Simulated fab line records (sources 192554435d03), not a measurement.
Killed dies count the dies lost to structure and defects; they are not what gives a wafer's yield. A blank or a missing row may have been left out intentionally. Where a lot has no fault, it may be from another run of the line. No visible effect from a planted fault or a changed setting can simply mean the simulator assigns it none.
Which tool is to blame? ; flow n5_finfet ; 11 lots with 33 wafers sampled at 5 steps, on a route of 1938 steps

== WHAT THE GAUGES SHOWED, per wafer ==
The record holds no reading of a measuring or inspecting step that can be judged against a usual standard deviation.

== EACH LOT AND THE TOOL THAT RAN IT (in order: tool; ch and the chambers of the sampled wafers; start) ==
lot;N5_BEOL_M5_CURE_80;N5_BEOL_M5_ANNEAL_89;N5_BEOL_M5_CO_CAP_78;N5_BEOL_M5_DEP_56;N5_PASSIVATION_PROBE_49
L883;uv_cure-02 ch 1, day 8 23:22;pvd_sputter-01, day 9 03:41;cvd_co-02 ch 0,2, day 9 05:41;pecvd-03 ch 0,1, day 9 05:48;prober-01, day 13 04:46
L885;uv_cure-03 ch 2, day 9 15:11;pvd_sputter-02, day 9 19:46;cvd_co-02 ch 0,1,2, day 9 21:50;pecvd-02 ch 0,1, day 9 21:57;prober-01, day 13 14:49
L888;uv_cure-03 ch 0, day 10 13:17;pvd_sputter-03, day 10 18:05;cvd_co-02 ch 1,2, day 10 20:14;pecvd-02 ch 0,1,2, day 10 20:22;prober-01, day 14 21:31
L889;uv_cure-02 ch 2, day 10 15:28;pvd_sputter-02, day 10 21:46;cvd_co-02 ch 1,2, day 10 23:40;pecvd-03 ch 0,1,2, day 10 23:47;prober-01, day 14 20:10
L890;uv_cure-02 ch 1, day 11 00:17;pvd_sputter-01, day 11 05:37;cvd_co-02 ch 1,2, day 11 07:31;pecvd-02 ch 0,2, day 11 07:40;prober-01, day 15 08:34
L892;uv_cure-03 ch 1, day 11 02:05;pvd_sputter-02, day 11 06:59;cvd_co-01 ch 0,1,2, day 11 09:10;pecvd-03 ch 0,1, day 11 09:17;prober-02, day 15 01:38
L899;uv_cure-02 ch 0, day 12 22:17;pvd_sputter-02, day 13 03:15;cvd_co-01 ch 0,2, day 13 06:08;pecvd-02 ch 0,2, day 13 06:14;prober-02, day 17 01:16
L901;uv_cure-01 ch 1, day 14 01:10;pvd_sputter-01, day 14 07:28;cvd_co-01 ch 0,1,2, day 14 09:25;pecvd-04 ch 0,1,2, day 14 09:32;prober-02, day 18 03:42
L903;uv_cure-03 ch 1, day 14 06:24;pvd_sputter-02, day 14 11:48;cvd_co-01 ch 0,1, day 14 13:41;pecvd-02 ch 0,1, day 14 13:47;prober-01, day 18 08:50
L904;uv_cure-02 ch 2, day 14 09:02;pvd_sputter-01, day 14 13:33;cvd_co-02 ch 0,2, day 14 15:26;pecvd-02 ch 0,1, day 14 15:32;prober-02, day 18 17:46
L905;uv_cure-02 ch 2, day 15 05:52;pvd_sputter-03, day 15 11:05;cvd_co-01 ch 1,2, day 15 13:23;pecvd-04 ch 0,1,2, day 15 13:30;prober-02, day 19 11:20
- N5_BEOL_M5_CURE_80: cures SiCOH lowk, time 120 s.
- N5_BEOL_M5_ANNEAL_89: time 1800 s.
- N5_BEOL_M5_CO_CAP_78: material Co, precursor CCTBA/H2, target thk 2 nm, time 102.1 s.
- N5_BEOL_M5_DEP_56: deposits SiCN from 3MS/NH3, target thk 8 nm, time 14 s.
- N5_PASSIVATION_PROBE_49

== WHAT THE TOOLS THEMSELVES READ (means of the sampled wafers that have a number; where no wafer has one, the mark that the record gives instead) ==
N5_BEOL_M5_CURE_80. Usual: lamp_power_pct 52.32 %, standard deviation 0.052; wafer_temp_C_max 371.9, standard deviation 0.84.
lot;tool;lamp_power_pct (%);wafer_temp_C_max;flag
L883;uv_cure-02;52.35;371.9;
L885;uv_cure-03;52.33;371.4;
L888;uv_cure-03;52.31;372.4;
L889;uv_cure-02;52.31;371.3;
L890;uv_cure-02;52.32;372.0;
L892;uv_cure-03;52.35;373.5;
L899;uv_cure-02;52.29;371.0;
L901;uv_cure-01;52.31;371.3;
L903;uv_cure-03;52.33;373.2;
L904;uv_cure-02;52.29;371.1;
L905;uv_cure-02;52.29;371.3;

N5_BEOL_M5_ANNEAL_89. Usual: heater_power_w 847 W, standard deviation 65; susceptor_temp_C 399.99 C, standard deviation 0.23.
lot;tool;heater_power_w (W);susceptor_temp_C (C);flag
L883;pvd_sputter-01;856;399.78;
L885;pvd_sputter-02;828;400.08;
L888;pvd_sputter-03;817;399.96;
L889;pvd_sputter-02;820;399.89;
L890;pvd_sputter-01;-;-;OFF
L892;pvd_sputter-02;-;-;OFF
L899;pvd_sputter-02;860;400.15;
L901;pvd_sputter-01;875;400.32;
L903;pvd_sputter-02;816;400.12;
L904;pvd_sputter-01;871;400.11;
L905;pvd_sputter-03;860;400.13;

N5_BEOL_M5_CO_CAP_78. Usual: heater_power_w 252 W, standard deviation 30; susceptor_temp_C 200.02 C, standard deviation 0.17.
lot;tool;heater_power_w (W);susceptor_temp_C (C);flag
L883;cvd_co-02;221;200.13;
L885;cvd_co-02;248;199.75;
L888;cvd_co-02;263;199.92;
L889;cvd_co-02;282;199.97;
L890;cvd_co-02;259;199.89;
L892;cvd_co-01;250;199.92;
L899;cvd_co-01;242;200.06;
L901;cvd_co-01;250;200.08;
L903;cvd_co-01;263;199.95;
L904;cvd_co-02;224;200.05;
L905;cvd_co-01;263;200.18;

N5_BEOL_M5_DEP_56. Usual: showerhead_plenum_p_Torr 3.660 Torr, standard deviation 0.019; throttle_valve_pct 8.9 %, standard deviation 0.37.
lot;tool;showerhead_plenum_p_Torr (Torr);throttle_valve_pct (%);flag
L883;pecvd-03;3.682;8.7;
L885;pecvd-02;3.668;9.1;
L888;pecvd-02;3.655;9.2;
L889;pecvd-03;3.663;8.6;
L890;pecvd-02;3.661;9.0;
L892;pecvd-03;3.665;8.9;
L899;pecvd-02;3.655;9.1;
L901;pecvd-04;3.652;8.9;
L903;pecvd-02;3.667;9.2;
L904;pecvd-02;3.663;9.4;
L905;pecvd-04;3.651;8.7;

N5_PASSIVATION_PROBE_49. Usual: defect_limited_yield 91.1 %, standard deviation 1.5; killed_at_M0_to_M3 35, standard deviation 9.5; killed_at_M4_up 13, standard deviation 5.2; killed_at_contacts 12, standard deviation 6.1; killed_at_front_end 41, standard deviation 14; killed_at_other 3.8, standard deviation 2.9; killed_dies 105, standard deviation 17; killed_on_rim 13, standard deviation 4.1; killed_open 70, standard deviation 13; killed_short 33, standard deviation 8.4; sort_bin_5_function 5.1 %, standard deviation 0.97; sort_bin_6_memory 3.4 %, standard deviation 0.69; sort_bin_8_speed 0.00 %, standard deviation 0.007; sort_n_pass 1075, standard deviation 17; sort_yield_pct 91.1 %, standard deviation 1.5.
lot;tool;defect_limited_yield (%);killed_at_M0_to_M3;killed_at_M4_up;killed_at_contacts;killed_at_front_end;killed_at_other;killed_dies;killed_on_rim;killed_open;killed_short;sort_bin_5_function (%);sort_bin_6_memory (%);sort_bin_8_speed (%);sort_n_pass;sort_yield_pct (%);flag
L883;prober-01;90.6;56;13;7;29;5.3;111;16;74;37;5.4;3.6;0.00;1069;90.6;
L885;prober-01;89.8;44;14;11;48;3.0;120;16;84;35;5.8;4.1;0.00;1060;89.8;
L888;prober-01;90.9;35;13;16;42;0.7;107;12;75;32;5.4;3.4;0.00;1073;90.9;
L889;prober-01;92.7;39;12;8;21;6.0;86;10;59;26;4.1;2.9;0.00;1094;92.7;
L890;prober-01;89.9;34;18;16;49;3.0;119;15;83;33;5.7;4.1;0.00;1061;89.9;
L892;prober-02;92.1;41;8;8;35;2.0;93;10;64;29;4.4;3.0;0.00;1087;92.1;
L899;prober-02;89.8;44;10;25;38;2.7;120;19;72;45;5.8;3.9;0.00;1060;89.8;
L901;prober-02;89.7;32;18;18;52;2.0;122;14;80;35;5.8;4.0;0.00;1058;89.7;
L903;prober-01;92.6;37;10;8;24;7.7;87;10;58;28;4.3;2.8;0.00;1093;92.6;
L904;prober-02;90.8;32;12;15;44;5.0;108;12;71;35;5.3;3.7;0.03;1072;90.8;OFF
L905;prober-02;89.1;34;14;13;66;1.7;129;19;83;46;6.7;3.6;0.00;1051;89.1;

== THE ANSWER, worked out from the rows above alone ==
Rule: take the mean of a lot's wafers that have a number; if it is more than 3 standard deviations from the usual mean, the lot is off. Also off: a lot with no number at a reading for which 4 or more lots have one. Where the step has rows for the other lots, those lots are counted as sound. After the gauges, taken in route order, come the tools' own readings; for these a lot's mean is taken, as printed above. At the first step where some lot is off, the reading lying furthest off is the one used; lots without a number count as furthest.
Off: L890, L892, at N5_BEOL_M5_ANNEAL_89 (heater_power_w). Without a number there: L890, L892.
If a tool, at that step or one of the process steps before it, ran each lot that is off and ran no sound lot following the first of them, it fits. No candidate that was tried fits.

== WHAT THE SIMULATOR HAD INSERTED ==
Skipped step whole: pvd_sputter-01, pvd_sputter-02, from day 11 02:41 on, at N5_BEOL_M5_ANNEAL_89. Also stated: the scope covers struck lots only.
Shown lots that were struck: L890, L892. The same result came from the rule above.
